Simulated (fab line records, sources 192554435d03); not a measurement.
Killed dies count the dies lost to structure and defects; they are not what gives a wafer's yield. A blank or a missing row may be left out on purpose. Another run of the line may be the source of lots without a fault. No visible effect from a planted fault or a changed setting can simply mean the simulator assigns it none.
Which of the tools did it? ; flow n5-finfet ; 12 lots, 36 wafers sampled, at 1 step of a route of 1938

WHAT THE GAUGES READ, wafer by wafer
N5_SD_EPI_P_CD_MEAS_09: the cd target is 240 nm.
lot;measured;on;cd-nm (nm)
L075;day 3 15:23;cd-sem-02;239.7 239.4 240.8
L077;day 3 23:26;cd-sem-01;242.0 240.6 240.8
L079;day 4 20:26;cd-sem-01;239.1 240.8 240.3
L081;day 5 05:40;cd-sem-03;240.7 239.8 238.8
L083;day 5 12:56;cd-sem-01;240.9 239.6 240.9
L085;day 6 01:30;cd-sem-02;240.3 239.1 239.3
L087;day 6 16:50;cd-sem-03;240.0 238.9 241.3
L089;day 7 02:37;cd-sem-01;240.9 240.7 239.1
L091;day 7 12:07;cd-sem-01;239.3 240.0 239.3
L093;day 8 02:41;cd-sem-02;240.9 241.0 241.5
L095;day 8 17:57;cd-sem-03;239.3 239.9 239.1
L097;day 8 22:52;cd-sem-01;240.1 239.8 239.4

WHAT TOOL EACH LOT RAN ON (gives the tool, then ch and the chambers of the sampled wafers, and finally the start)
Before these readings, the record contains no process step.

THE ANSWER, worked out from the rows above alone
Rule: what is usual is taken from the lots themselves. Put in order of their means at a reading, lots are off if they are a third of the lots or fewer, leave a main group of 4 or more, and stand apart from it by a gap of 3 or more times the standard deviation of the main group's means; of several such gaps the widest counts. Not used: any main group whose means are identical at the precision the tables above print for the reading. Also off: a lot with no number at a reading for which 4 or more lots have one. All remaining lots with rows at the step are treated as sound.
Nothing can be told from this: no lot is off at any reading shown.

WHAT WAS PUT IN BY THE SIMULATOR
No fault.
